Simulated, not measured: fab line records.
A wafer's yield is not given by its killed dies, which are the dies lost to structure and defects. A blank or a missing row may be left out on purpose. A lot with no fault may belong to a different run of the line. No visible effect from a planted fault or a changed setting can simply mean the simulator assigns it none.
Which tool is to blame?	flow n5-finfet	Sampling: 13 lots, 34 wafers, 6 of 1938 route steps

WHAT THE GAUGES READ, wafer by wafer
N5_HKMG_FIN_INSPECT_28: inspects for defects (darkfield). Usual: raw-defect-count at 39, with a standard deviation of 15.
lot	measured	on	raw-defect-count	flag
L399	day 4 10:05	defect-inspect-01	15 35 33	
L400	day 4 13:37	defect-inspect-01	72 86 74	
L401	day 4 21:22	defect-inspect-01	61 68	
L402	day 5 04:02	defect-inspect-02	45 60	
L403	day 5 05:44	defect-inspect-01	22 37	
L407	day 6 10:52	defect-inspect-02	16 52 35	
L410	day 7 04:08	defect-inspect-01	24 29	
L412	day 7 16:05	defect-inspect-02	44 59 46	
L415	day 8 10:07	defect-inspect-01	38 30 43	
L416	day 8 12:33	defect-inspect-01	27 37	
L417	day 8 19:28	defect-inspect-01	50 35 48	
L418	day 9 01:59	defect-inspect-01	22 38 15	
L421	day 9 20:58	defect-inspect-01	45 52 60	

N5_GATE_CUT_CD_MEAS_13: the cd target is 20 nm. Usual: cd-nm at 19.89 nm, with a standard deviation of 0.27.
lot	measured	on	cd-nm (nm)	flag
L399	day 4 14:11	cd-sem-01	20.03 19.83 20.01	
L400	day 4 17:19	cd-sem-03	19.90 19.84 19.34	
L401	day 5 00:59	cd-sem-02	20.27 19.96	
L402	day 5 07:44	cd-sem-03	20.06 20.12	
L403	day 5 10:05	cd-sem-03	20.14 19.70	
L407	day 6 14:46	cd-sem-02	19.77 19.88 19.50	
L410	day 7 08:29	cd-sem-02	19.69 20.34	
L412	day 7 19:40	cd-sem-01	19.73 19.01 18.67	
L415	day 8 13:49	cd-sem-02	20.21 20.35 20.08	
L416	day 8 16:20	cd-sem-01	19.72 20.16	
L417	day 8 23:04	cd-sem-03	19.48 20.01 19.87	
L418	day 9 05:34	cd-sem-03	19.57 20.01 19.84	
L421	day 10 00:59	cd-sem-02	19.72 20.04 20.64	

N5_BEOL_M4_RC_MEAS_101. Usual: DIBL_N 36.5 mV/V, standard deviation 1.9; DIBL_P 36.4 mV/V, standard deviation 2.2; IOFF_N 0.17 nA/um, standard deviation 0.034; IOFF_P 0.21 nA/um, standard deviation 0.036; ION_N 678 uA/um, standard deviation 12; ION_P 462 uA/um, standard deviation 7.1; SS_N 71.7 mV/dec, standard deviation 0.61; SS_P 73.4 mV/dec, standard deviation 0.71; VT_N 249 mV, standard deviation 3.5; VT_P -251 mV, standard deviation 3.
lot	measured	on	DIBL_N (mV/V)	DIBL_P (mV/V)	IOFF_N (nA/um)	IOFF_P (nA/um)	ION_N (uA/um)	ION_P (uA/um)	SS_N (mV/dec)	SS_P (mV/dec)	VT_N (mV)	VT_P (mV)	flag
L399	day 8 17:50	prober-01	37.7 36.6 37.5	37.9 37.3 37.5	0.21 0.18 0.19	0.25 0.23 0.23	689 679 683	467 465 461	72.5 71.9 72.7	74.7 74.8 73.5	244 248 246	-249 -250 -251	
L400	day 8 17:21	prober-02	37.6 40.3 36.1	37.9 40.5 35.1	0.16 0.23 0.15	0.23 0.27 0.18	671 691 666	455 471 453	71.6 71.8 70.9	73.9 75.4 73.0	248 243 251	-250 -247 -253	
L401	day 9 12:31	prober-02	39.2 39.5	39.0 38.4	0.22 0.22	0.23 0.24	689 677	462 464	72.0 72.4	74.0 73.7	246 245	-252 -252	
L402	day 9 16:39	prober-01	32.0 36.2	31.3 37.0	0.11 0.19	0.16 0.25	660 694	462 475	70.6 71.7	72.4 73.5	256 246	-253 -248	
L403	day 9 01:02	prober-01	34.2 34.4	34.7 34.6	0.15 0.15	0.20 0.20	675 676	464 471	70.5 70.9	72.9 73.6	249 250	-249 -248	
L407	day 10 21:35	prober-01	36.3 36.0 35.0	34.0 33.9 32.9	0.13 0.13 0.12	0.17 0.16 0.16	664 671 658	456 453 458	70.8 70.9 71.3	72.6 73.0 72.2	253 252 256	-258 -255 -256	
L410	day 12 10:33	prober-02	35.0 35.8	34.6 35.2	0.12 0.13	0.17 0.18	667 664	456 452	71.5 71.1	72.6 72.2	256 254	-254 -252	
L412	day 13 01:29	prober-01	37.5 38.6 37.2	36.2 39.0 37.2	0.16 0.19 0.16	0.18 0.22 0.19	668 682 672	446 451 452	72.7 71.7 72.5	73.4 73.4 73.2	253 247 254	-259 -252 -253	
L415	day 13 10:46	prober-02	36.8 39.3 36.1	35.1 38.0 33.2	0.16 0.19 0.14	0.19 0.25 0.16	683 680 671	464 468 451	71.6 72.0 71.9	73.5 74.0 73.2	249 248 252	-251 -248 -255	
L416	day 13 11:59	prober-01	36.4 36.3	37.1 36.7	0.16 0.17	0.21 0.21	674 700	459 474	71.1 71.9	73.2 73.1	250 247	-251 -251	
L417	day 13 19:34	prober-01	33.3 33.8 35.5	34.4 34.5 36.3	0.14 0.12 0.16	0.16 0.16 0.19	686 662 674	462 455 456	72.0 71.7 71.9	72.5 73.3 73.9	250 254 250	-254 -253 -253	
L418	day 13 10:07	prober-01	36.8 35.3 35.3	38.1 37.1 37.4	0.18 0.16 0.17	0.22 0.19 0.20	676 673 689	468 456 470	71.6 72.2 72.2	73.6 72.8 72.9	248 251 249	-252 -254 -252	
L421	day 14 21:52	prober-01	33.3 37.5 36.8	33.5 38.2 36.7	0.13 0.19 0.18	0.15 0.21 0.20	663 677 680	460 459 460	71.1 72.0 71.3	72.2 73.9 73.4	250 248 244	-253 -250 -252	

TOOL THAT RAN EACH LOT (tool first, then ch and the chambers of the sampled wafers, then the start)
lot	N5_GATE_CUT_VAPOR_ETCH_60	N5_GATE_CUT_EXPOSE_10	N5_GATE_CUT_ETCH_36
L399	rie-metal-01 ch 0,1, day 4 10:21	euv-scanner-01 ch 0, day 4 14:03	rie-diel-06 ch 0,1, day 4 14:22
L400	rie-metal-02 ch 0,1, day 4 13:53	euv-scanner-02 ch 0, day 4 17:11	rie-diel-06 ch 1,2, day 4 17:58
L401	rie-metal-02 ch 0, day 4 21:39	euv-scanner-02 ch 0, day 5 00:52	rie-diel-06 ch 0,2, day 5 01:38
L402	rie-metal-02 ch 0,1, day 5 04:18	euv-scanner-02 ch 0, day 5 07:37	rie-diel-05 ch 0,3, day 5 07:55
L403	rie-metal-02 ch 1, day 5 06:01	euv-scanner-02 ch 0, day 5 09:58	rie-diel-02 ch 2,3, day 5 10:17
L407	rie-metal-01 ch 0,1, day 6 11:08	euv-scanner-01 ch 0, day 6 14:38	rie-diel-06 ch 0,2,3, day 6 15:06
L410	rie-metal-02 ch 0,1, day 7 04:25	euv-scanner-02 ch 0, day 7 08:21	rie-diel-02 ch 1,2, day 7 08:47
L412	rie-metal-03 ch 0,1, day 7 16:21	euv-scanner-02 ch 0, day 7 19:31	rie-diel-05 ch 0,1,3, day 7 19:50
L415	rie-metal-01 ch 0,1, day 8 10:23	euv-scanner-01 ch 0, day 8 13:42	rie-diel-02 ch 0,1, day 8 13:59
L416	rie-metal-03 ch 1, day 8 12:49	euv-scanner-01 ch 0, day 8 16:12	rie-diel-06 ch 1,2, day 8 16:49
L417	rie-metal-03 ch 0,1, day 8 19:45	euv-scanner-01 ch 0, day 8 22:57	rie-diel-02 ch 0,3, day 8 23:14
L418	rie-metal-02 ch 0,1, day 9 02:16	euv-scanner-01 ch 0, day 9 05:26	rie-diel-02 ch 0,2,3, day 9 05:58
L421	rie-metal-03 ch 0,1, day 9 21:14	euv-scanner-01 ch 0, day 10 00:50	rie-diel-02 ch 1,2,3, day 10 01:09
- N5_GATE_CUT_VAPOR_ETCH_60: etches HfO2 in BCl3/Cl2.
- N5_GATE_CUT_EXPOSE_10: exposes mask GATE CUT, target cd 20 nm.
- N5_GATE_CUT_ETCH_36: etches SiARC in CF4, target depth 13 nm, time 21.7 s.

AS READ BY THE TOOLS THEMSELVES (means over the sampled wafers that have a number; for cases with no such wafer, the mark the record gives instead)
N5_GATE_CUT_VAPOR_ETCH_60. Usual: drypump-motor-current-A 5.5 A, standard deviation 0.5; oes-product-au 0.70 a.u., standard deviation 0.075.
lot	tool	drypump-motor-current-A (A)	oes-product-au (a.u.)	flag
L399	rie-metal-01	5.5	0.78	
L400	rie-metal-02	5.6	0.73	
L401	rie-metal-02	5.8	0.68	
L402	rie-metal-02	5.7	0.72	
L403	rie-metal-02	5.5	0.76	
L407	rie-metal-01	5.1	0.69	
L410	rie-metal-02	5.6	0.72	
L412	rie-metal-03	5.3	0.64	
L415	rie-metal-01	5.5	0.76	
L416	rie-metal-03	4.8	0.61	
L417	rie-metal-03	5.7	0.67	
L418	rie-metal-02	5.6	0.72	
L421	rie-metal-03	5.7	0.67	

N5_GATE_CUT_EXPOSE_10. Usual: exposure-dose-mJ-cm2 at 43.29, with a standard deviation of 0.1.
lot	tool	exposure-dose-mJ-cm2	flag
L399	euv-scanner-01	43.21	
L400	euv-scanner-02	43.36	
L401	euv-scanner-02	43.36	
L402	euv-scanner-02	43.36	
L403	euv-scanner-02	43.34	
L407	euv-scanner-01	43.20	
L410	euv-scanner-02	43.35	
L412	euv-scanner-02	44.15	OFF
L415	euv-scanner-01	43.18	
L416	euv-scanner-01	43.11	
L417	euv-scanner-01	43.11	
L418	euv-scanner-01	43.20	
L421	euv-scanner-01	43.18	

N5_GATE_CUT_ETCH_36. Usual: drypump-motor-current-A 5.6 A, standard deviation 0.43; etch-rf-on-time-s 21.7 s, standard deviation 0.56; oes-product-au 0.66 a.u., standard deviation 0.065; rf-vpp-V 184.1 V, standard deviation 1; showerhead-plenum-p-Torr 2.15 Torr, standard deviation 0.057; throttle-valve-pct 15.65 %, standard deviation 0.23.
lot	tool	drypump-motor-current-A (A)	etch-rf-on-time-s (s)	oes-product-au (a.u.)	rf-vpp-V (V)	showerhead-plenum-p-Torr (Torr)	throttle-valve-pct (%)	flag
L399	rie-diel-06	6.1	21.9	0.63	183.7	2.11	15.71	
L400	rie-diel-06	6.2	21.6	0.62	184.3	2.16	15.67	
L401	rie-diel-06	5.4	21.8	0.68	183.9	2.17	15.69	
L402	rie-diel-05	5.2	21.6	0.68	183.7	2.12	15.62	
L403	rie-diel-02	5.8	21.1	0.63	183.6	2.12	15.64	
L407	rie-diel-06	5.5	22.0	0.66	184.0	2.18	15.72	
L410	rie-diel-02	5.8	22.1	0.69	183.9	2.12	15.62	
L412	rie-diel-05	5.3	21.6	0.65	184.0	2.14	15.64	
L415	rie-diel-02	5.5	22.2	0.68	183.8	2.14	15.76	
L416	rie-diel-06	6.1	21.6	0.61	183.9	2.17	15.69	
L417	rie-diel-02	5.4	21.3	0.74	184.0	2.13	15.49	
L418	rie-diel-02	5.6	21.2	0.70	184.2	2.15	15.62	
L421	rie-diel-02	5.7	21.5	0.73	184.1	2.10	15.51	

THE ANSWER, worked out from the rows above alone
Rule: a lot counts as off when the mean over its wafers that have a number is more than 3 standard deviations away from the usual mean. Also off: a lot with no number at a reading for which 4 or more lots have one. All remaining lots with rows at the step are treated as sound. The gauges are gone through in route order, then the tools' own readings, and for those a lot's mean is taken as printed above. The first step at which some lot is off is used, and at that step the reading that is off furthest; a lot without a number counts as furthest.
Off: L412, at N5_GATE_CUT_EXPOSE_10 (exposure-dose-mJ-cm2).
If a tool, at that step or one of the process steps before it, ran each lot that is off and ran no sound lot following the first of them, it fits. One fits: euv-scanner-02 at N5_GATE_CUT_EXPOSE_10. Its last sound lot is L410 (day 7 08:21), its first lot that is off L412 (day 7 19:31): a fault that began between those two fits.
The tool's own readings at N5_GATE_CUT_EXPOSE_10 bear it out: on the lots that are off they differ by more than 5 times the standard deviation of the sound lots' means. exposure-dose-mJ-cm2 reads 44.15 there against 43.25 on the sound lots.

WHAT HAD BEEN PUT IN BY THE SIMULATOR
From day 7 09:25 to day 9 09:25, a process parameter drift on euv-scanner-02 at N5_GATE_CUT_EXPOSE_10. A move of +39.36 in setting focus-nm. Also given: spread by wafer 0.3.
Struck lots among those shown: L412. This agrees with what the rule above found.
